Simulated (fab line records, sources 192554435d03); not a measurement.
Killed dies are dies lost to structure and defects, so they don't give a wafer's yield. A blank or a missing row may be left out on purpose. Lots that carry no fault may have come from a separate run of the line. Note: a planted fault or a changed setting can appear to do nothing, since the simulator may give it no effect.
Split-lot study    flow n5 finfet    7 lots, 21 wafers read, on a route of 1938 steps

ON THE SPLIT
At N5_BEOL_M0_SAQP_EXPOSE_11 (exposes mask M0 CORE, target cd 42 nm), the setting dose mj was moved away from the recipe's 55 on 4 of the 21 wafers read, by +3.2% to +7.5%. This setting was run at the recipe's value on the other wafers.

FROM THE SPLIT TO THE READING: what the file shows between them, 2 steps
- N5_BEOL_M0_SAQP_PEB_12: peb time 60 s
- N5_BEOL_M0_SAQP_DEVELOP_13: develop time 30 s

THE READING
cd nm (nm) at N5_BEOL_M0_SAQP_CD_MEAS_14, where the cd target is 42.5 nm. A value of 42.4 nm with a standard deviation of 0.39 nm is what fault-free wafers of this fab line usually give.

wafer   tool, chamber at the split  dose mj as run  against the recipe  cd nm, nm  against lot-mates on the recipe
L081.1  arfi scanner-02, 0          55              recipe              42.1       -
L081.2  arfi scanner-02, 0          57.24           +4.1%               41.1       -1.0
L081.4  arfi scanner-02, 0          57.24           +4.1%               41.3       -0.8
L083.1  arfi scanner-02, 0          55              recipe              42.8       -
L083.2  arfi scanner-02, 0          55              recipe              43.0       -
L083.5  arfi scanner-02, 0          55              recipe              42.4       -
L084.1  arfi scanner-03, 0          55              recipe              42.6       -
L084.5  arfi scanner-03, 0          55              recipe              42.9       -
L084.6  arfi scanner-03, 0          55              recipe              42.6       -
L086.2  arfi scanner-01, 0          55              recipe              42.7       -
L086.3  arfi scanner-01, 0          55              recipe              42.2       -
L086.4  arfi scanner-01, 0          56.78           +3.2%               41.3       -1.2
L088.1  arfi scanner-03, 0          55              recipe              42.8       -
L088.3  arfi scanner-03, 0          55              recipe              42.8       -
L088.6  arfi scanner-03, 0          55              recipe              42.0       -
L091.4  arfi scanner-03, 0          59.1            +7.5%               39.5       -2.8
L091.5  arfi scanner-03, 0          55              recipe              43.0       -
L091.6  arfi scanner-03, 0          55              recipe              41.6       -
L093.1  arfi scanner-01, 0          55              recipe              41.8       -
L093.3  arfi scanner-01, 0          55              recipe              42.7       -
L093.5  arfi scanner-01, 0          55              recipe              42.2       -

FIT RESULTS
A straight line over all 21 wafers: cd nm changes by -0.37 nm for each +1% of dose mj; r = -0.89; the points scatter about the line by 0.4 nm.
The same after taking each lot's own level away (the mean of its wafers on the recipe; 21 wafers): -0.325 nm for each +1%; r = -0.87; scatter 0.38 nm.
On that fit, the largest move of dose mj shifts the reading by 2.4 nm.
Measured against the standard deviation above, the lots' own levels, which go from 42.10 to 42.73 nm, span 1.6 times it.
So the slope is not independent of the lot-to-lot level: the two fits are not the same.
Check: -1.88 nm against its lot-mates is what the line predicts for one of the wafers moved furthest among these (+7.5%) when that wafer is left out of the fit. Against them it came out at -2.8 nm.

THESE WAFERS: OTHER SPLITS
Note: prior to the reading, these wafers also went through further splits. Each is held against what the fit with the lots' levels taken away leaves over:
other split on the same wafers                wafers away from the commonest value  r with cd nm (lot level and that fit taken away)
N5_SDB_ETCH_18 time s                         5                                     +0.20
N5_HKMG_FIN_HK_ALD_01 ald cycles              7                                     -0.04
N5_HKMG_FIN_NWFM_ALD_20 ald cycles            4                                     +0.07
N5_MOL_CONTACT_COAG_ETCH_105 bias w           6                                     +0.10
N5_MOL_CONTACT_COAG_CONTACT_ETCH_14 source w  8                                     +0.20
N5_BEOL_M0_SAQP_PECVD_04 time s               4                                     -0.35

THE FILE'S OWN FIT
cd nm changes by -0.343 nm for each +1% of dose mj, r = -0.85.
